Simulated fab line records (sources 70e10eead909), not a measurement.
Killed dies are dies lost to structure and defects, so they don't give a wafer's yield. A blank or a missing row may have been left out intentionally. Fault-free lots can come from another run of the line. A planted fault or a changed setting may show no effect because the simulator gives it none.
Which tool is to blame? :: flow nand-harc :: 18 wafers from 6 lots sampled at 3 of the route's 1302 steps

== WHAT THE GAUGES READ, wafer by wafer ==
NHARC_HYBRID_BOND_OVL_MEAS_05.
lot: L691
measured: day 23 17:34
on: overlay-01
overlay-x-nm (nm): 28 -13 61

lot: L696
measured: day 26 15:26
on: overlay-02
overlay-x-nm (nm): 9 51 27

lot: L698
measured: day 27 09:50
on: overlay-02
overlay-x-nm (nm): -10 -29 30

lot: L699
measured: day 27 19:59
on: overlay-02
overlay-x-nm (nm): -67 -7 -5

lot: L707
measured: day 31 01:11
on: overlay-01
overlay-x-nm (nm): 47 -1 25

lot: L710
measured: day 32 23:32
on: overlay-02
overlay-x-nm (nm): 32 -6 -11

== EACH LOT AND THE TOOL THAT RAN IT (in order: tool; ch and the chambers of the sampled wafers; start) ==
lot: L691
NHARC_A_BONDPAD_DEGAS_25: pvd-sputter-02, day 23 06:34
NHARC_A_BONDPAD_PRE_CLEAN_26: pvd-sputter-02, day 23 17:34 or earlier

lot: L696
NHARC_A_BONDPAD_DEGAS_25: pvd-sputter-03, day 26 03:46
NHARC_A_BONDPAD_PRE_CLEAN_26: pvd-sputter-03, day 26 15:26 or earlier

lot: L698
NHARC_A_BONDPAD_DEGAS_25: pvd-sputter-02, day 26 22:41
NHARC_A_BONDPAD_PRE_CLEAN_26: pvd-sputter-02, day 27 09:50 or earlier

lot: L699
NHARC_A_BONDPAD_DEGAS_25: pvd-sputter-02, day 27 04:16
NHARC_A_BONDPAD_PRE_CLEAN_26: pvd-sputter-02, day 27 19:59 or earlier

lot: L707
NHARC_A_BONDPAD_DEGAS_25: pvd-sputter-02, day 30 14:05
NHARC_A_BONDPAD_PRE_CLEAN_26: pvd-sputter-02, day 31 01:11 or earlier

lot: L710
NHARC_A_BONDPAD_DEGAS_25: pvd-sputter-03, day 32 14:47
NHARC_A_BONDPAD_PRE_CLEAN_26: pvd-sputter-03, day 32 23:32 or earlier
- NHARC_A_BONDPAD_DEGAS_25: time 60 s.
- NHARC_A_BONDPAD_PRE_CLEAN_26: time 30 s.

== THE ANSWER, worked out from the rows above alone ==
Rule: the usual values come from the lots themselves. Put in order of their means at a reading, lots are off if they are a third of the lots or fewer, leave a main group of 4 or more, and stand apart from it by a gap of 3 or more times the standard deviation of the main group's means; of several such gaps the widest counts. A main group whose means are all the same, to the digits that the tables above print for the reading, isn't used. A lot without any number at a reading at which 4 lots or more have one is off too. All remaining lots with rows at the step are treated as sound.
No lot is off at any reading shown: from this, nothing can be told.

== WHAT THE SIMULATOR HAD INSERTED ==
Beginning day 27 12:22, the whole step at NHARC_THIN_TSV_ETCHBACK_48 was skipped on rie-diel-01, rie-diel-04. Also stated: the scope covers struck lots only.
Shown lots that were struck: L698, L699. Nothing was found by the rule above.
